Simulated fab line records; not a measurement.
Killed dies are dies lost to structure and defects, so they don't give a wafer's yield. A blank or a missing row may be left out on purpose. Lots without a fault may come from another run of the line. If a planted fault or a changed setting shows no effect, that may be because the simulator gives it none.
Comparing a struck lot with a sound one / flow nand harc / 13 steps out of a route of 1302
Sound: wafers L817.2, L817.3, L817.4. Struck: wafers L807.3, L807.4, L807.5. The cause is given at the end.
Each step with rows lists, per side, the tool, then ch with its chambers, then its first start. Under that, the readings that differ: sound wafers / struck wafers / difference of the means / sigmas: that difference in standard deviations of wafers without a fault.
alike: readings with means less than 2 such deviations apart, plus words and numbers identical on both sides. not compared: withheld readings, readings lacking a value on some wafer, bounds such as >300 that could conceal the same value, and numbers that have no deviation in the record and whose values overlap.
A row with sigmas, a row that says differs or no value, or rows on one side alone: a step with any of these is where the two part. Non-overlapping numbers with no deviation appear without sigmas and do not part them. A reading that every wafer of one side lacks parts them only if that side has two wafers or more.

NHARC_P_BONDPAD_INSPECT_23:
  sound on defect inspect-02 at day 15 03:47; struck on defect inspect-01 at day 10 14:41
  alike: raw defect count
NHARC_P_BONDPAD_ACTIVATE_29: chemistry N2, time 60 s.
  sound on rie diel-01 ch 0,2,3, day 15 03:50; struck on rie diel-03 ch 0,2,3, day 10 14:44
reading=oes product au (a.u.); sound=1.005 0.984 0.989; struck=1.016 1.005 1.018; difference=+0.020; sigmas=+2
  alike: drypump motor current A, rf vpp V, showerhead plenum p Torr
  not compared: rf hours counter h
then, 2 steps without rows for these wafers: NHARC_P_BONDPAD_PRECLEAN_30 (cleans in DIW, time 300 s); NHARC_P_BONDPAD_SRD_31 (time 30 s, dry time 20 s).
NHARC_A_START_INSPECT_01:
  sound on defect inspect-02 at day 15 04:15; struck on defect inspect-01 at day 10 15:10
  alike: raw defect count
then, 6 steps without rows for these wafers: NHARC_A_ZERO_WELL_PRECLEAN_00 (cleans in SPM, time 600 s); NHARC_A_ZERO_WELL_SRD_01; NHARC_A_ZERO_WELL_DEHYDRATE_02 (time 120 s); NHARC_A_ZERO_WELL_HMDS_03 (time 30 s); NHARC_A_ZERO_WELL_COAT_18 (time 65 s); NHARC_A_ZERO_WELL_COAT_04 (resist thk 600 nm).
NHARC_A_ZERO_WELL_SOFTBAKE_05: time 70 s.
  sound on litho track-07 ch 0, day 15 04:00; struck on litho track-03 ch 0, day 10 15:00
reading=heater power total W (W); sound=202.4 201.2 202.0; struck=318.7 318.8 320.2; difference=+117.4; sigmas=+98
after that, 1 step had no rows for these wafers: NHARC_A_ZERO_WELL_EBR_06.

WHERE THEY PART
Last at NHARC_A_ZERO_WELL_SOFTBAKE_05 as far as this record goes, first at NHARC_P_BONDPAD_ACTIVATE_29.

WHY: what the simulator had put in
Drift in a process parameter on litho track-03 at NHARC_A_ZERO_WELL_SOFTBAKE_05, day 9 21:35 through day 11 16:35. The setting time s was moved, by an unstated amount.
